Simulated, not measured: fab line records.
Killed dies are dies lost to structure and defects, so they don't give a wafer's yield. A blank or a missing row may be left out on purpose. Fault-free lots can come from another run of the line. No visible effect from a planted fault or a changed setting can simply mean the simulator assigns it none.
Matching of chambers	flow n5-finfet	N5_BEOL_M0_SAQP_HM_DEP_111 on pecvd-01: 3 sister chambers
The step deposits SiO2 from SiH4/N2O, target thk 12 nm, time 7.2 s. 16 wafers are shown with their chamber, then 7 later ones without.

== WAFERS, EACH WITH ITS CHAMBER ==
wafer	chamber	heater-power-w (W)	showerhead-plenum-p-Torr (Torr)
L347.3	1	615	8.14
L347.4	0	742	8.21
L347.5	1	611	8.14
L350.1	1	679	8.14
L350.3	2	818	8.22
L350.6	2	802	8.21
L352.1	0	773	8.21
L352.4	1	609	8.17
L352.6	0	758	8.19
L351.1	1	633	8.14
L351.4	1	625	8.13
L351.5	2	785	8.20
L353.1	0	739	8.21
L353.3	1	645	8.15
L353.5	2	794	8.19
L356.4	0	705	8.20

SIGNATURES (averages over the wafers above)
reading	chamber 0	chamber 1	chamber 2	scatter within a chamber
heater-power-w	743.40	631.00	799.75	23
showerhead-plenum-p-Torr	8.2040	8.1443	8.2050	0.0117
Rule: a wafer lies at a distance from a chamber equal to the root of the sum of squares, over the readings, of (its reading less the chamber's mean, divided by the reading's scatter). If the next closest chamber is less than 2 further off than the closest, the wafer can't be placed; otherwise it belongs to the closest. How the scatter is found: for the shown wafers, subtract from each reading the mean of its chamber, square and add these, divide the total by (wafers less chambers), then take the root.

== WAFERS WITHOUT THEIR CHAMBER ==
wafer	heater-power-w (W)	showerhead-plenum-p-Torr (Torr)
L356.5	811	8.22
L356.6	673	8.14
L359.1	599	8.13
L359.2	837	8.21
L359.3	781	8.18
L363.3	770	8.19
L363.4	778	8.21

== THE CHAMBER EACH PASSED THROUGH ==
wafer	from the rows above	in truth
L356.5	can't be placed: 2 or 0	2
L356.6	1	1
L359.1	1	1
L359.2	2	2
L359.3	can't be placed: 2 or 0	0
L363.3	can't be placed: 0 or 2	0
L363.4	can't be placed: 2 or 0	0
Correct placement for 3 of the 7. Unplaceable from these rows: 4, with the true chamber sitting among the candidates in 4. Number placed wrongly: 0.
